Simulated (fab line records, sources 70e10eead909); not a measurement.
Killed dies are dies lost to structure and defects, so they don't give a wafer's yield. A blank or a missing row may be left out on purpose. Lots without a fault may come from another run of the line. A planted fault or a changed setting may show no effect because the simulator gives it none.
Chamber matching | flow nand_harc | NHARC_A_ZERO_WELL_ETCH_13 on rie_si-04: 4 sister chambers
The step etches the open film in HBr/Cl2, target depth 120 nm, time 40.1 s. 4 wafers are shown with their chamber, then 12 later ones without.

WAFERS WITH THEIR CHAMBER
wafer  | chamber | oes_product_au (a.u.)
L082.1 | 2       | 1.014
L082.5 | 0       | 1.009
L085.4 | 1       | 0.998
L085.5 | 3       | 0.987

WAFERS WITHOUT THEIR CHAMBER
wafer  | oes_product_au (a.u.)
L089.1 | 1.005
L089.2 | 1.013
L089.3 | 1.020
L091.1 | 0.979
L091.3 | 1.006
L091.5 | 1.001
L093.1 | 1.004
L093.3 | 0.999
L093.5 | 1.011
L096.1 | 0.978
L096.2 | 0.993
L096.3 | 1.001

WHICH CHAMBER EACH WENT THROUGH
wafer  | from the rows above          | in truth
L089.1 | can't be placed: 0 or 1 or 2 | 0
L089.2 | can't be placed: 2 or 0      | 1
L089.3 | can't be placed: 2 or 0      | 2
L091.1 | 3                            | 3
L091.3 | can't be placed: 0 or 1 or 2 | 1
L091.5 | can't be placed: 1 or 0      | 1
L093.1 | can't be placed: 0 or 1 or 2 | 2
L093.3 | can't be placed: 1 or 0      | 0
L093.5 | can't be placed: 0 or 2      | 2
L096.1 | 3                            | 3
L096.2 | can't be placed: 1 or 3      | 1
L096.3 | can't be placed: 1 or 0      | 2
Placed correctly: 2 of 12. Can't be placed from these rows: 10 (the true chamber is among the candidates in 8). Placed wrongly: 0.
How it was worked out, from the rows above alone: a wafer's distance from a chamber is the root of the sum, over the readings, of the square of ((its reading less the chamber's mean) divided by the reading's scatter). The wafer belongs to the nearest chamber; if the next one is less than 2 further off, it can't be placed. A chamber's mean is the mean of its shown wafers. The scatter: with one shown wafer a chamber, the root of the mean of the squares of how far each hidden wafer lies from its nearest shown one.
